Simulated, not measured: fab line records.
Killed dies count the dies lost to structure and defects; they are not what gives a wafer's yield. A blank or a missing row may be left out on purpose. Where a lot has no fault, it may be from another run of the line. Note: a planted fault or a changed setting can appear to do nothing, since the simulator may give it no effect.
A lot that was struck, set against a sound lot -- flow nand-harc -- 42 steps out of a route of 1302
Sound: the wafers L381.3, L381.4, L381.6. Struck: wafer L388.2 (left out: L388.1, L388.5 of the same lot, which were not struck); the cause appears at the end.
Each step with rows lists, per side, the tool, then ch with its chambers, then its first start. Under that, the readings that differ: sound wafers -- struck wafers -- difference of the means -- sigmas: that difference in standard deviations of wafers without a fault.
alike: a reading whose means differ by less than 2 such deviations, as well as words and numbers matching on both sides. not compared: withheld readings; readings where some wafer has no value; bounds like >300 that might hide an equal value; numbers whose values overlap and for which the record gives no deviation.
Wherever a step has rows on one side only, a row that says differs or no value, or a row with sigmas, the two part there. Numbers that have no deviation but don't overlap get no sigmas and don't part them. A reading missing from all wafers of one side parts the sides only when that side holds two or more wafers.

NHARC_A_BLC_OVL_MEAS_11:
  struck on overlay-01, day 25 10:26; sound on overlay-02, day 22 18:32
  alike: overlay-x-nm, overlay-y-nm
NHARC_A_BLC_INSPECT_12:
  struck on defect-inspect-02, day 25 10:28; sound on defect-inspect-01, day 22 18:35
reading,sound,struck,difference,sigmas
raw-defect-count,121 139 158,79,-60,-2
then, 4 steps without rows for these wafers: NHARC_A_BLC_DESCUM_15 (chemistry O2, time 3 s); NHARC_A_BLC_ETCH_16 (etches the open film in CF4, target depth 39 nm, time 65 s); NHARC_A_BLC_ETCH_17 (etches the open film in N2/H2, target depth 390 nm, time 609.38 s); NHARC_A_BLC_ETCH_18 (etches the open film in C4F8/O2/Ar, target depth 910 nm).
NHARC_A_BLC_CD_MEAS_19:
  struck on cd-sem-03, day 25 11:30; sound on cd-sem-01, day 22 19:37
  alike: cd-nm
then, 1 step without rows for these wafers: NHARC_A_BLC_STRIP_29 (strips in CF4).
NHARC_A_BLC_STRIP_21: strips in O2.
  sound on rie-diel-09 ch 0,2,3, day 22 19:47; struck on rie-diel-09 ch 0, day 25 11:41
  alike: drypump-motor-current-A, oes-product-au, rf-vpp-V, showerhead-plenum-p-Torr, throttle-valve-pct
  not compared: rf-hours-counter-h
then, 1 step without rows for these wafers: NHARC_A_BLC_STRIP_22 (strips in post etch residue remover, time 600 s).
NHARC_A_BLC_DEGAS_30: time 60 s.
  struck on pvd-sputter-02, day 25 12:07; sound on pvd-sputter-02, day 22 20:13
  alike: heater-power-w
then, 1 step without rows for these wafers: NHARC_A_BLC_PRE_CLEAN_31 (time 15 s).
NHARC_A_BLC_PVD_32: deposits Ti, target thk 5 nm, time 17.7 s.
  struck on pvd-sputter-02, day 25 12:14; sound on pvd-sputter-02, day 22 20:20
  alike: throttle-valve-pct
then, 2 steps without rows for these wafers: NHARC_A_BLC_ALD_23 (deposits TiN, target thk 3 nm, pulse time 1 s, ald cycles 150); NHARC_A_BLC_CVD_24 (deposits W, target thk 150 nm, time 434 s).
NHARC_A_BLC_CMP_25: polishes, t overpolish 30 s, target thk 150 nm.
  sound on cmp-04 ch 2,3, day 22 21:15; struck on cmp-01 ch 1, day 25 13:06
  alike: motor-current-A, overpolish-run-s, time-to-endpoint-s
next, for these wafers, 1 step has no rows: NHARC_A_BLC_SRD_27.
NHARC_A_BLC_INSPECT_28:
  struck on defect-inspect-02, day 25 13:31; sound on defect-inspect-01, day 22 21:38
  alike: raw-defect-count
then, 10 steps without rows for these wafers: NHARC_A_M0_DEP_00 (deposits SiOC, target thk 150 nm); NHARC_A_M0_DEHYDRATE_01 (time 120 s); NHARC_A_M0_HMDS_02 (time 30 s); NHARC_A_M0_COAT_33 (time 65 s); NHARC_A_M0_COAT_03 (resist thk 90 nm); NHARC_A_M0_SOFTBAKE_04 (time 55 s); NHARC_A_M0_EBR_05; NHARC_A_M0_EXPOSE_06 (exposes mask A M0, target cd 80 nm); NHARC_A_M0_PEB_07 (peb time 65 s); NHARC_A_M0_DEVELOP_08 (develop time 35 s).
NHARC_A_M0_CD_MEAS_09 targets a cd of 80 nm.
  the record has rows for the sound wafers here (cd-sem-02 ch 0, day 22 22:32) and none for the struck ones
NHARC_A_M0_OVL_MEAS_10: pitch 160 nm.
  the record has rows for the sound wafers here (overlay-02, day 22 22:37) and none for the struck ones
NHARC_A_M0_INSPECT_11:
  the record has rows for the sound wafers here (defect-inspect-02, day 22 22:40) and none for the struck ones
NHARC_A_M0_DESCUM_14: chemistry O2, time 3 s.
  the record has rows for the sound wafers here (rie-diel-07 ch 0,2,3, day 22 22:44) and none for the struck ones
then, 2 steps without rows for these wafers: NHARC_A_M0_ETCH_34 (etches the open film in N2/H2, target depth 40 nm, overetch 12 nm, time 43.94 s); NHARC_A_M0_ETCH_15 (etches the open film in C4F8/Ar, target depth 150 nm, overetch 15 nm, time 82.5 s).
NHARC_A_M0_CD_MEAS_16:
  the record has rows for the sound wafers here (cd-sem-02, day 22 23:01) and none for the struck ones
then, 4 steps without rows for these wafers: NHARC_A_M0_STRIP_18 (strips in N2/H2); NHARC_A_M0_STRIP_19 (strips in post etch residue remover, time 600 s); NHARC_A_M0_DEGAS_28 (time 60 s); NHARC_A_M0_PRE_CLEAN_29 (time 30 s).
NHARC_A_M0_PVD_20: deposits TaN, target thk 5 nm, time 8.06 s.
  the record has rows for the sound wafers here (pvd-sputter-03) and none for the struck ones
then, 1 step without rows for these wafers: NHARC_A_M0_PVD_21 (deposits Cu, target thk 30 nm, time 20.49 s).
NHARC_END_SORT_01:
  sound on prober-01 ch 0, day 24 13:56; struck on prober-01 ch 0, day 27 08:11
reading,sound,struck,difference,sigmas
killed-at-array,86 78 99,676,+588,+37
killed-dies,89 83 105,677,+585,+37
killed-short,3 0 2,5,+3,+2
  alike: killed-at-other, killed-at-periphery, killed-open

WHERE THEY PART
Earliest at NHARC_A_BLC_INSPECT_12; latest, in this record, at NHARC_END_SORT_01.

WHY: the cause the simulator had injected
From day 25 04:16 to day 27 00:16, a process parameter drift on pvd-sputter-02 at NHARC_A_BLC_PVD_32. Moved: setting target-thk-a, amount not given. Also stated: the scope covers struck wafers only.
